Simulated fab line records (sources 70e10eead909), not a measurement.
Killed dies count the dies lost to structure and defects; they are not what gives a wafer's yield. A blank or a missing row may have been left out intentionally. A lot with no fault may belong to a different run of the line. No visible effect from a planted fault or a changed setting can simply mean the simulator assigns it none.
Matching of chambers | flow nand-harc | NHARC_P_GATE_DESCUM_93 on rie-diel-08: 4 sister chambers
The step chemistry O2, time 3 s. 14 wafers are shown with their chamber, then 7 later ones without.

EACH WAFER AND ITS CHAMBER
wafer  | chamber | drypump-motor-current-A (A) | rf-vpp-V (V) | oes-product-au (a.u.)
L077.1 | 1       | 5.5                         | 58.0         | 1.005
L077.4 | 3       | 5.3                         | 57.6         | 1.008
L077.5 | 1       | 5.4                         | 58.1         | 0.997
L079.1 | 0       | 5.9                         | 57.6         | 0.999
L079.4 | 1       | 5.4                         | 57.4         | 1.005
L079.6 | 2       | 5.7                         | 58.3         | 0.993
L080.1 | 3       | 5.3                         | 58.0         | 1.005
L080.2 | 1       | 5.5                         | 56.8         | 1.018
L080.5 | 1       | 5.5                         | 57.0         | 1.014
L085.3 | 0       | 5.9                         | 57.5         | 1.005
L085.4 | 1       | 5.5                         | 57.2         | 1.010
L085.5 | 3       | 5.3                         | 57.3         | 0.997
L090.1 | 3       | 5.3                         | 56.6         | 1.011
L090.4 | 2       | 5.7                         | 58.8         | 0.995

SIGNATURES (averages over the wafers above)
reading                 | chamber 0 | chamber 1 | chamber 2 | chamber 3 | scatter within a chamber
drypump-motor-current-A | 5.900     | 5.467     | 5.700     | 5.300     | 0.0365
rf-vpp-V                | 57.550    | 57.417    | 58.550    | 57.375    | 0.509
oes-product-au          | 1.00200   | 1.00817   | 0.99400   | 1.00525   | 0.00638
Rule: a wafer's distance from a chamber is the root of the sum, over the readings, of the square of ((its reading less the chamber's mean) divided by the reading's scatter). The wafer belongs to the nearest chamber; if the next one is less than 2 further off, it can't be placed. The scatter: the root of (the sum of the squares of (reading less its chamber's mean) over the shown wafers, divided by (wafers less chambers)).

WAFERS WHOSE CHAMBER IS MISSING
wafer  | drypump-motor-current-A (A) | rf-vpp-V (V) | oes-product-au (a.u.)
L090.5 | 5.4                         | 58.8         | 1.011
L096.1 | 5.7                         | 57.2         | 1.010
L096.3 | 5.4                         | 58.8         | 1.006
L096.6 | 5.7                         | 57.9         | 1.011
L097.1 | 5.3                         | 56.7         | 1.006
L097.2 | 5.7                         | 58.4         | 1.007
L097.3 | 5.4                         | 57.7         | 0.996

EACH ONE'S CHAMBER
wafer  | from the rows above     | in truth
L090.5 | can't be placed: 1 or 3 | 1
L096.1 | 2                       | 2
L096.3 | can't be placed: 1 or 3 | 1
L096.6 | 2                       | 2
L097.1 | 3                       | 3
L097.2 | 2                       | 2
L097.3 | can't be placed: 1 or 3 | 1
4 of 7 placed correctly. From these rows, 3 cannot be placed; in 3 the true chamber is one of the candidates. Placed wrongly: 0.
